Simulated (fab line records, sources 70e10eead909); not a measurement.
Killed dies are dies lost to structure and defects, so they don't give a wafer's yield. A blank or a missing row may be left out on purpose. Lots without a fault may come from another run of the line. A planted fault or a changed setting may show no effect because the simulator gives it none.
Chamber matching | flow nand_harc | NHARC_A_BLC_DESCUM_15 on rie_diel-06: 4 sister chambers
The step chemistry O2, time 3 s. 16 wafers are shown with their chamber, then 8 later ones without.

WAFERS WITH THEIR CHAMBER
wafer  | chamber | drypump_motor_current_A (A) | oes_product_au (a.u.) | rf_vpp_V (V)
L081.1 | 0       | 5.8                         | 1.011                 | 57.8
L081.4 | 2       | 5.1                         | 0.995                 | 58.7
L081.6 | 0       | 5.8                         | 1.000                 | 57.9
L082.2 | 0       | 5.8                         | 1.009                 | 56.9
L082.3 | 3       | 6.0                         | 0.999                 | 57.4
L082.6 | 1       | 6.1                         | 1.004                 | 58.1
L083.2 | 0       | 5.8                         | 1.000                 | 58.4
L083.4 | 1       | 6.0                         | 1.004                 | 57.6
L083.5 | 2       | 5.1                         | 0.992                 | 58.6
L087.1 | 1       | 6.0                         | 1.002                 | 57.6
L087.4 | 2       | 5.1                         | 0.993                 | 56.1
L087.5 | 2       | 5.0                         | 0.995                 | 56.2
L091.2 | 2       | 5.1                         | 0.990                 | 59.3
L091.4 | 3       | 6.0                         | 1.010                 | 57.0
L091.6 | 2       | 5.1                         | 1.002                 | 58.9
L093.2 | 0       | 5.8                         | 1.006                 | 58.3

SIGNATURES (means of the wafers above)
reading                 | chamber 0 | chamber 1 | chamber 2 | chamber 3 | scatter within a chamber
drypump_motor_current_A | 5.800     | 6.033     | 5.083     | 6.000     | 0.0354
oes_product_au          | 1.00520   | 1.00333   | 0.99450   | 1.00450   | 0.00458
rf_vpp_V                | 57.860    | 57.767    | 57.967    | 57.200    | 0.994
Rule: a wafer's distance from a chamber is the root of the sum, over the readings, of the square of ((its reading less the chamber's mean) divided by the reading's scatter). The wafer belongs to the nearest chamber; if the next one is less than 2 further off, it can't be placed. The scatter: the root of (the sum of the squares of (reading less its chamber's mean) over the shown wafers, divided by (wafers less chambers)).

WAFERS WITHOUT THEIR CHAMBER
wafer  | drypump_motor_current_A (A) | oes_product_au (a.u.) | rf_vpp_V (V)
L093.3 | 6.0                         | 0.993                 | 58.1
L093.4 | 5.8                         | 0.990                 | 59.4
L094.4 | 5.8                         | 1.004                 | 56.9
L094.5 | 5.1                         | 0.999                 | 59.0
L094.6 | 6.0                         | 0.999                 | 58.1
L097.3 | 5.1                         | 0.990                 | 57.7
L097.4 | 6.0                         | 0.991                 | 57.9
L097.6 | 5.0                         | 0.987                 | 58.5

WHICH CHAMBER EACH WENT THROUGH
wafer  | from the rows above     | in truth
L093.3 | can't be placed: 1 or 3 | 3
L093.4 | 0                       | 0
L094.4 | 0                       | 0
L094.5 | 2                       | 2
L094.6 | can't be placed: 1 or 3 | 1
L097.3 | 2                       | 2
L097.4 | can't be placed: 1 or 3 | 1
L097.6 | 2                       | 2
Placed correctly: 5 of 8. Can't be placed from these rows: 3 (the true chamber is among the candidates in 3). Placed wrongly: 0.
